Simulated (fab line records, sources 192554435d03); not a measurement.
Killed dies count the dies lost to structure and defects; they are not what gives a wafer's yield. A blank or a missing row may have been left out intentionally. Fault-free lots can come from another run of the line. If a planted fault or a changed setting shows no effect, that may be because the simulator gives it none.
Lot-split experiment || flow n5 finfet || on a route of 1938 steps: 7 lots, 39 wafers read

ABOUT THE SPLIT
At N5_FIN_SAQP_HM_DEP_03 (deposits SiNx from SiH4/NH3/N2, target thk 38 nm, time 33.6 s), the setting time s was moved away from the recipe's 33.6 s on 6 of the 39 wafers read, by +26.8% to +54.6%. The other wafers ran this setting at the recipe's value.

FROM THE SPLIT TO THE READING: what the file shows between them, 8 steps
- N5_FIN_SAQP_THK_MEAS_05
- N5_FIN_SAQP_PECVD_47: deposits a-Si from SiH4/He, target thk 45 nm, time 36.3 s
- N5_FIN_SAQP_PECVD_48: deposits SiNx from SiH4/NH3/N2, target thk 25 nm, time 22.1 s
- N5_FIN_SAQP_MANDREL2_REMOVE_60: chemistry HBr/Cl2/O2, target a-Si, stops on SiNx, bt time 10 s
- N5_FIN_SAQP_HM_OPEN_33: chemistry CH3F/O2, target SiNx, target depth 49.4 nm, time 70.6 s
- N5_FIN_SAQP_ETCH_34: etches SiO2 in C4F6/O2, target depth 45 nm, time 15 s
- N5_FIN_SAQP_STRIP_77: strips in N2/H2, time 90 s
- N5_FIN_SAQP_ETCH_64: etches SiO2 in CF4, target depth 1.5 nm

THE READING
SiNx_of_FIN_SAQP_HM_DEP_03.thk nm (the simulator's own value, which no gauge read), in nm, at N5_FIN_SAQP_FIN_ETCH_36 (etches the open film in HBr/Cl2/O2, target depth 120 nm, time 50.4 s). The file does not state a usual value for it. Average 21.2 nm, standard deviation 0.52 nm, over the 33 wafers here run with the recipe.

{"wafer": "L074.1", "tool, chamber at the split": "pecvd-01, 0", "time s as run, s": 33.6, "against the recipe": "recipe", "SiNx_of_FIN_SAQP_HM_DEP_03.thk nm, nm": 21, "against lot-mates on the recipe": "-"}
{"wafer": "L074.3", "tool, chamber at the split": "pecvd-01, 1", "time s as run, s": 33.6, "against the recipe": "recipe", "SiNx_of_FIN_SAQP_HM_DEP_03.thk nm, nm": 21, "against lot-mates on the recipe": "-"}
{"wafer": "L074.5", "tool, chamber at the split": "pecvd-01, 0", "time s as run, s": 33.6, "against the recipe": "recipe", "SiNx_of_FIN_SAQP_HM_DEP_03.thk nm, nm": 21, "against lot-mates on the recipe": "-"}
{"wafer": "L074.2", "tool, chamber at the split": "pecvd-01, 2", "time s as run, s": 33.6, "against the recipe": "recipe", "SiNx_of_FIN_SAQP_HM_DEP_03.thk nm, nm": 20.8, "against lot-mates on the recipe": "-"}
{"wafer": "L074.4", "tool, chamber at the split": "pecvd-01, 1", "time s as run, s": 33.6, "against the recipe": "recipe", "SiNx_of_FIN_SAQP_HM_DEP_03.thk nm, nm": 20.8, "against lot-mates on the recipe": "-"}
{"wafer": "L074.6", "tool, chamber at the split": "pecvd-01, 2", "time s as run, s": 33.6, "against the recipe": "recipe", "SiNx_of_FIN_SAQP_HM_DEP_03.thk nm, nm": 21.8, "against lot-mates on the recipe": "-"}
{"wafer": "L079.2", "tool, chamber at the split": "pecvd-04, 0", "time s as run, s": 33.6, "against the recipe": "recipe", "SiNx_of_FIN_SAQP_HM_DEP_03.thk nm, nm": 20.4, "against lot-mates on the recipe": "-"}
{"wafer": "L079.3", "tool, chamber at the split": "pecvd-04, 1", "time s as run, s": 33.6, "against the recipe": "recipe", "SiNx_of_FIN_SAQP_HM_DEP_03.thk nm, nm": 21.2, "against lot-mates on the recipe": "-"}
{"wafer": "L079.5", "tool, chamber at the split": "pecvd-04, 1", "time s as run, s": 33.6, "against the recipe": "recipe", "SiNx_of_FIN_SAQP_HM_DEP_03.thk nm, nm": 21.6, "against lot-mates on the recipe": "-"}
{"wafer": "L083.1", "tool, chamber at the split": "pecvd-01, 2", "time s as run, s": 33.6, "against the recipe": "recipe", "SiNx_of_FIN_SAQP_HM_DEP_03.thk nm, nm": 20.8, "against lot-mates on the recipe": "-"}
{"wafer": "L083.2", "tool, chamber at the split": "pecvd-01, 1", "time s as run, s": 33.6, "against the recipe": "recipe", "SiNx_of_FIN_SAQP_HM_DEP_03.thk nm, nm": 21.2, "against lot-mates on the recipe": "-"}
{"wafer": "L083.3", "tool, chamber at the split": "pecvd-01, 0", "time s as run, s": 33.6, "against the recipe": "recipe", "SiNx_of_FIN_SAQP_HM_DEP_03.thk nm, nm": 21.4, "against lot-mates on the recipe": "-"}
{"wafer": "L083.4", "tool, chamber at the split": "pecvd-01, 0", "time s as run, s": 33.6, "against the recipe": "recipe", "SiNx_of_FIN_SAQP_HM_DEP_03.thk nm, nm": 21.6, "against lot-mates on the recipe": "-"}
{"wafer": "L083.5", "tool, chamber at the split": "pecvd-01, 1", "time s as run, s": 33.6, "against the recipe": "recipe", "SiNx_of_FIN_SAQP_HM_DEP_03.thk nm, nm": 22, "against lot-mates on the recipe": "-"}
{"wafer": "L083.6", "tool, chamber at the split": "pecvd-01, 2", "time s as run, s": 33.6, "against the recipe": "recipe", "SiNx_of_FIN_SAQP_HM_DEP_03.thk nm, nm": 22.2, "against lot-mates on the recipe": "-"}
{"wafer": "L084.1", "tool, chamber at the split": "pecvd-03, 2", "time s as run, s": 33.6, "against the recipe": "recipe", "SiNx_of_FIN_SAQP_HM_DEP_03.thk nm, nm": 21.2, "against lot-mates on the recipe": "-"}
{"wafer": "L084.5", "tool, chamber at the split": "pecvd-03, 2", "time s as run, s": 33.6, "against the recipe": "recipe", "SiNx_of_FIN_SAQP_HM_DEP_03.thk nm, nm": 21.2, "against lot-mates on the recipe": "-"}
{"wafer": "L084.2", "tool, chamber at the split": "pecvd-03, 0", "time s as run, s": 33.6, "against the recipe": "recipe", "SiNx_of_FIN_SAQP_HM_DEP_03.thk nm, nm": 20.8, "against lot-mates on the recipe": "-"}
{"wafer": "L084.3", "tool, chamber at the split": "pecvd-03, 1", "time s as run, s": 33.6, "against the recipe": "recipe", "SiNx_of_FIN_SAQP_HM_DEP_03.thk nm, nm": 20.6, "against lot-mates on the recipe": "-"}
{"wafer": "L084.4", "tool, chamber at the split": "pecvd-03, 1", "time s as run, s": 33.6, "against the recipe": "recipe", "SiNx_of_FIN_SAQP_HM_DEP_03.thk nm, nm": 20.4, "against lot-mates on the recipe": "-"}
{"wafer": "L084.6", "tool, chamber at the split": "pecvd-03, 0", "time s as run, s": 33.6, "against the recipe": "recipe", "SiNx_of_FIN_SAQP_HM_DEP_03.thk nm, nm": 21.6, "against lot-mates on the recipe": "-"}
{"wafer": "L085.1", "tool, chamber at the split": "pecvd-03, 2", "time s as run, s": 51.96, "against the recipe": "+54.6%", "SiNx_of_FIN_SAQP_HM_DEP_03.thk nm, nm": 40.8, "against lot-mates on the recipe": "+19.7"}
{"wafer": "L085.2", "tool, chamber at the split": "pecvd-03, 1", "time s as run, s": 33.6, "against the recipe": "recipe", "SiNx_of_FIN_SAQP_HM_DEP_03.thk nm, nm": 20.2, "against lot-mates on the recipe": "-"}
{"wafer": "L085.3", "tool, chamber at the split": "pecvd-03, 0", "time s as run, s": 33.6, "against the recipe": "recipe", "SiNx_of_FIN_SAQP_HM_DEP_03.thk nm, nm": 21.2, "against lot-mates on the recipe": "-"}
{"wafer": "L085.4", "tool, chamber at the split": "pecvd-03, 1", "time s as run, s": 33.6, "against the recipe": "recipe", "SiNx_of_FIN_SAQP_HM_DEP_03.thk nm, nm": 22, "against lot-mates on the recipe": "-"}
{"wafer": "L085.5", "tool, chamber at the split": "pecvd-03, 2", "time s as run, s": 51.96, "against the recipe": "+54.6%", "SiNx_of_FIN_SAQP_HM_DEP_03.thk nm, nm": 42, "against lot-mates on the recipe": "+20.9"}
{"wafer": "L085.6", "tool, chamber at the split": "pecvd-03, 0", "time s as run, s": 51.96, "against the recipe": "+54.6%", "SiNx_of_FIN_SAQP_HM_DEP_03.thk nm, nm": 42.6, "against lot-mates on the recipe": "+21.5"}
{"wafer": "L093.1", "tool, chamber at the split": "pecvd-01, 0", "time s as run, s": 42.61, "against the recipe": "+26.8%", "SiNx_of_FIN_SAQP_HM_DEP_03.thk nm, nm": 31, "against lot-mates on the recipe": "+9.6"}
{"wafer": "L093.2", "tool, chamber at the split": "pecvd-01, 1", "time s as run, s": 42.61, "against the recipe": "+26.8%", "SiNx_of_FIN_SAQP_HM_DEP_03.thk nm, nm": 30, "against lot-mates on the recipe": "+8.6"}
{"wafer": "L093.3", "tool, chamber at the split": "pecvd-01, 2", "time s as run, s": 33.6, "against the recipe": "recipe", "SiNx_of_FIN_SAQP_HM_DEP_03.thk nm, nm": 21.4, "against lot-mates on the recipe": "-"}
{"wafer": "L093.4", "tool, chamber at the split": "pecvd-01, 0", "time s as run, s": 33.6, "against the recipe": "recipe", "SiNx_of_FIN_SAQP_HM_DEP_03.thk nm, nm": 21.4, "against lot-mates on the recipe": "-"}
{"wafer": "L093.6", "tool, chamber at the split": "pecvd-01, 2", "time s as run, s": 33.6, "against the recipe": "recipe", "SiNx_of_FIN_SAQP_HM_DEP_03.thk nm, nm": 21.4, "against lot-mates on the recipe": "-"}
{"wafer": "L093.5", "tool, chamber at the split": "pecvd-01, 1", "time s as run, s": 42.61, "against the recipe": "+26.8%", "SiNx_of_FIN_SAQP_HM_DEP_03.thk nm, nm": 31.8, "against lot-mates on the recipe": "+10.4"}
{"wafer": "L095.1", "tool, chamber at the split": "pecvd-01, 2", "time s as run, s": 33.6, "against the recipe": "recipe", "SiNx_of_FIN_SAQP_HM_DEP_03.thk nm, nm": 20.2, "against lot-mates on the recipe": "-"}
{"wafer": "L095.2", "tool, chamber at the split": "pecvd-01, 0", "time s as run, s": 33.6, "against the recipe": "recipe", "SiNx_of_FIN_SAQP_HM_DEP_03.thk nm, nm": 20.6, "against lot-mates on the recipe": "-"}
{"wafer": "L095.3", "tool, chamber at the split": "pecvd-01, 1", "time s as run, s": 33.6, "against the recipe": "recipe", "SiNx_of_FIN_SAQP_HM_DEP_03.thk nm, nm": 20.8, "against lot-mates on the recipe": "-"}
{"wafer": "L095.4", "tool, chamber at the split": "pecvd-01, 2,1", "time s as run, s": 33.6, "against the recipe": "recipe", "SiNx_of_FIN_SAQP_HM_DEP_03.thk nm, nm": 21.8, "against lot-mates on the recipe": "-"}
{"wafer": "L095.5", "tool, chamber at the split": "pecvd-01, 2,1", "time s as run, s": 33.6, "against the recipe": "recipe", "SiNx_of_FIN_SAQP_HM_DEP_03.thk nm, nm": 21.8, "against lot-mates on the recipe": "-"}
{"wafer": "L095.6", "tool, chamber at the split": "pecvd-01, 0", "time s as run, s": 33.6, "against the recipe": "recipe", "SiNx_of_FIN_SAQP_HM_DEP_03.thk nm, nm": 21.6, "against lot-mates on the recipe": "-"}
When a row names more than one chamber, that row covers several wafers, and the file does not tell which wafer ran in which chamber.

THE FIT
A straight line over all 39 wafers: SiNx_of_FIN_SAQP_HM_DEP_03.thk nm changes by +0.375 nm for each +1% of time s; r = +1.00; the points scatter about the line by 0.59 nm.
The same after taking each lot's own level away (the mean of its wafers on the recipe; 39 wafers): +0.374 nm for each +1%; r = +1.00; scatter 0.57 nm.
According to that fit, moving time s by its largest amount changes the reading by 20 nm.
The span of the lots' own levels, 20.97 to 21.53 nm, comes to 1.1 times the standard deviation stated above.
The two slopes are in agreement: the lot-to-lot level therefore moves the slope only a little.
Check: with one of the wafers moved furthest among these (+54.6%) left out of the fit, the line predicts +20.7 nm for it against its lot-mates. Against them it came out at +19.7 nm.

THE WHOLE CHAIN: every reading that the file lists as answering this split, in the file's order
{"step": "N5_FIN_SAQP_HM_DEP_03", "what it does": "deposits SiNx from SiH4/NH3/N2, target thk 38 nm, time 33.6 s", "reading": "SiNx_of_FIN_SAQP_HM_DEP_03.thk nm (the simulator's own value, which no gauge read)", "change (the file's fit)": "+0.381 nm for each +1% of the setting", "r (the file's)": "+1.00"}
{"step": "N5_FIN_SAQP_THK_MEAS_05", "what it does": "", "reading": "thk nm", "change (the file's fit)": "withheld for each +1% of the setting", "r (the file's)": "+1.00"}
{"step": "N5_FIN_SAQP_HM_OPEN_33", "what it does": "chemistry CH3F/O2, target SiNx, target depth 49.4 nm, time 70.6 s", "reading": "etch rf on time s", "change (the file's fit)": "withheld for each +1% of the setting", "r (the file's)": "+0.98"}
{"step": "N5_FIN_SAQP_HM_OPEN_33", "what it does": "chemistry CH3F/O2, target SiNx, target depth 49.4 nm, time 70.6 s", "reading": "etch.depth nm (the simulator's own value, which no gauge read)", "change (the file's fit)": "+0.379 nm for each +1% of the setting", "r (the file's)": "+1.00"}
{"step": "N5_FIN_SAQP_FIN_ETCH_36", "what it does": "etches the open film in HBr/Cl2/O2, target depth 120 nm, time 50.4 s", "reading": "SiNx_of_FIN_SAQP_HM_DEP_03.thk nm (the simulator's own value, which no gauge read)", "change (the file's fit)": "+0.374 nm for each +1% of the setting", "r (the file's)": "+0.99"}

FILE'S OWN FIT
SiNx_of_FIN_SAQP_HM_DEP_03.thk nm changes by +0.374 nm for each +1% of time s, r = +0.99.
